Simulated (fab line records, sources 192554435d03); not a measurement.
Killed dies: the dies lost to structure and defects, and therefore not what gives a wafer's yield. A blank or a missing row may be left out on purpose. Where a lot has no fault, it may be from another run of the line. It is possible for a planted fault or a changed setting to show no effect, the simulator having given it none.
The same fault as seen by 2 desks | flow n5_finfet | only its own numbers are on each desk; what lay behind them is given at the end

== THE METROLOGY DESK ==
Lot by lot, what the gauges showed, no matter which tool ran the lot: averages of those sampled wafers that carry a number. A lot is out of limits, marked OUT, if its mean lies more than 4 standard deviations from the usual mean; the brackets give that distance. Of its 10 readings 7 are shown: those that lie furthest out on some lot.
Columns: A = DIBL_N at N5_BEOL_M4_RC_MEAS_101, usual 36.2 mV/V; B = DIBL_P at N5_BEOL_M4_RC_MEAS_101, usual 36.3 mV/V; C = IOFF_P at N5_BEOL_M4_RC_MEAS_101, usual 0.210 nA/um; D = ION_P at N5_BEOL_M4_RC_MEAS_101, usual 465 uA/um; E = SS_N at N5_BEOL_M4_RC_MEAS_101, usual 71.4 mV/dec; F = VT_N at N5_BEOL_M4_RC_MEAS_101, usual 249.9 mV; G = VT_P at N5_BEOL_M4_RC_MEAS_101, usual -250 mV
lot  | first seen here | A    | B    | C     | D   | E    | F     | G
L203 | day 7 14:26     | 36.8 | 37.0 | 0.206 | 464 | 71.6 | 250.5 | -251
L204 | day 8 08:42     | 35.4 | 36.6 | 0.189 | 465 | 71.0 | 252.6 | -251
L206 | day 8 20:08     | 34.4 | 34.7 | 0.189 | 464 | 70.5 | 251.4 | -251
L208 | day 9 14:22     | 37.0 | 36.4 | 0.187 | 460 | 71.3 | 250.8 | -252
L212 | day 10 08:52    | 36.1 | 36.9 | 0.238 | 465 | 71.5 | 248.5 | -246
L213 | day 11 05:05    | 36.0 | 35.6 | 0.224 | 471 | 71.2 | 250.2 | -246
L214 | day 11 13:34    | 36.4 | 36.3 | 0.236 | 469 | 71.6 | 248.0 | -249
L219 | day 12 16:52    | 35.3 | 35.8 | 0.174 | 451 | 72.0 | 254.3 | -256
This desk's verdict: no lot among the 8 shows anything out of limits.

== TOOL OWNER'S DESK, ald_sin-03 ==
The tool's own readings at N5_MOL_CONTACT_COAG_ALD_131 (deposits SiO2, target thk 5 nm, pulse time 1 s, co reactant pulse time 1 s): means of the sampled wafers that have a number, for each lot that ran on this tool. A lot is out of limits, marked OUT, if its mean lies more than 4 standard deviations from the usual mean; the brackets give that distance.
Columns: A = heater_power_outer_w at N5_MOL_CONTACT_COAG_ALD_131, usual 43 W; B = heater_power_w at N5_MOL_CONTACT_COAG_ALD_131, usual 79 W; C = precursor_pulse_height_rel at N5_MOL_CONTACT_COAG_ALD_131, usual 0.999; D = susceptor_temp_C at N5_MOL_CONTACT_COAG_ALD_131, usual 99.99 C
lot  | first seen here | A  | B  | C     | D
L204 | day 5 15:22     | 42 | 77 | 1.020 | 99.84
L208 | day 6 18:52     | 40 | 74 | 1.000 | 100.01
L213 | day 7 16:04     | 40 | 74 | 0.991 | 100.03
L219 | day 9 03:37     | 41 | 74 | 0.985 | 100.07
This desk's verdict: no lot among the 4 shows anything out of limits.

== BROUGHT TOGETHER ==
At the metrology desk, nothing out of limits was observed.
The tool owner's desk saw nothing out of limits.

== WHAT HAD BEEN PUT IN BY THE SIMULATOR ==
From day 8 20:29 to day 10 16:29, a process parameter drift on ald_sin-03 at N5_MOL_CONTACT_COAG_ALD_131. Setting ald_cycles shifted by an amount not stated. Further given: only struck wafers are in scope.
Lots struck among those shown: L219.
